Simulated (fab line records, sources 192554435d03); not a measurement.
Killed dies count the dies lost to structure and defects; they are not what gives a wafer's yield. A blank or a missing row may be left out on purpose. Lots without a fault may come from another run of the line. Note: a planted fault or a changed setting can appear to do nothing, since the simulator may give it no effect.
Matching of chambers / flow n5 finfet / N5_MOL_CONTACT_COAG_ETCH_67 on rie diel-02 has 4 sister chambers
The step etches SOC in N2/H2, target depth 60 nm, overetch 21 nm, time 101.2 s. 14 wafers are shown with their chamber, then 7 later ones without.

== WAFERS WITH THEIR CHAMBER ==
wafer=L075.3; chamber=3; drypump motor current A (A)=5.9; showerhead plenum p Torr (Torr)=2.56; throttle valve pct (%)=18.12
wafer=L075.4; chamber=2; drypump motor current A (A)=5.1; showerhead plenum p Torr (Torr)=2.53; throttle valve pct (%)=18.10
wafer=L075.6; chamber=1; drypump motor current A (A)=6.3; showerhead plenum p Torr (Torr)=2.53; throttle valve pct (%)=17.70
wafer=L076.3; chamber=2; drypump motor current A (A)=5.1; showerhead plenum p Torr (Torr)=2.53; throttle valve pct (%)=18.11
wafer=L076.4; chamber=3; drypump motor current A (A)=5.9; showerhead plenum p Torr (Torr)=2.56; throttle valve pct (%)=18.13
wafer=L076.6; chamber=3; drypump motor current A (A)=5.9; showerhead plenum p Torr (Torr)=2.56; throttle valve pct (%)=18.14
wafer=L079.1; chamber=1; drypump motor current A (A)=6.3; showerhead plenum p Torr (Torr)=2.53; throttle valve pct (%)=17.71
wafer=L079.3; chamber=0; drypump motor current A (A)=6.6; showerhead plenum p Torr (Torr)=2.72; throttle valve pct (%)=17.95
wafer=L079.5; chamber=3; drypump motor current A (A)=5.8; showerhead plenum p Torr (Torr)=2.56; throttle valve pct (%)=18.16
wafer=L086.2; chamber=2; drypump motor current A (A)=5.1; showerhead plenum p Torr (Torr)=2.52; throttle valve pct (%)=18.15
wafer=L086.3; chamber=0; drypump motor current A (A)=6.5; showerhead plenum p Torr (Torr)=2.71; throttle valve pct (%)=17.95
wafer=L086.5; chamber=2; drypump motor current A (A)=5.1; showerhead plenum p Torr (Torr)=2.52; throttle valve pct (%)=18.12
wafer=L090.2; chamber=1; drypump motor current A (A)=6.3; showerhead plenum p Torr (Torr)=2.52; throttle valve pct (%)=17.76
wafer=L090.5; chamber=3; drypump motor current A (A)=5.9; showerhead plenum p Torr (Torr)=2.55; throttle valve pct (%)=18.18

SIGNATURES, as means of the wafers listed above
reading=drypump motor current A; chamber 0=6.550; chamber 1=6.300; chamber 2=5.100; chamber 3=5.880; scatter within a chamber=0.0361
reading=showerhead plenum p Torr; chamber 0=2.7150; chamber 1=2.5267; chamber 2=2.5250; chamber 3=2.5580; scatter within a chamber=0.00545
reading=throttle valve pct; chamber 0=17.9500; chamber 1=17.7233; chamber 2=18.1200; chamber 3=18.1460; scatter within a chamber=0.0241
Rule: a wafer's distance from a chamber is the root of the sum, over the readings, of the square of ((its reading less the chamber's mean) divided by the reading's scatter). If the next closest chamber is less than 2 further off than the closest, the wafer can't be placed; otherwise it belongs to the closest. The scatter: take each reading less its chamber's mean, square it, sum over the shown wafers, divide by the number of wafers less the number of chambers, and take the root.

== WAFERS MISSING THEIR CHAMBER ==
wafer=L090.6; drypump motor current A (A)=5.1; showerhead plenum p Torr (Torr)=2.52; throttle valve pct (%)=18.15
wafer=L091.1; drypump motor current A (A)=6.3; showerhead plenum p Torr (Torr)=2.52; throttle valve pct (%)=17.73
wafer=L091.2; drypump motor current A (A)=5.1; showerhead plenum p Torr (Torr)=2.51; throttle valve pct (%)=18.15
wafer=L091.6; drypump motor current A (A)=5.9; showerhead plenum p Torr (Torr)=2.55; throttle valve pct (%)=18.18
wafer=L095.2; drypump motor current A (A)=5.9; showerhead plenum p Torr (Torr)=2.55; throttle valve pct (%)=18.19
wafer=L095.3; drypump motor current A (A)=6.3; showerhead plenum p Torr (Torr)=2.51; throttle valve pct (%)=17.76
wafer=L095.5; drypump motor current A (A)=5.9; showerhead plenum p Torr (Torr)=2.55; throttle valve pct (%)=18.21

== WHICH CHAMBER EACH WENT THROUGH ==
wafer=L090.6; from the rows above=2; in truth=2
wafer=L091.1; from the rows above=1; in truth=1
wafer=L091.2; from the rows above=2; in truth=2
wafer=L091.6; from the rows above=3; in truth=3
wafer=L095.2; from the rows above=3; in truth=3
wafer=L095.3; from the rows above=1; in truth=1
wafer=L095.5; from the rows above=3; in truth=3
Placed correctly: 7 of 7. Can't be placed from these rows: 0. Placed wrongly: 0.
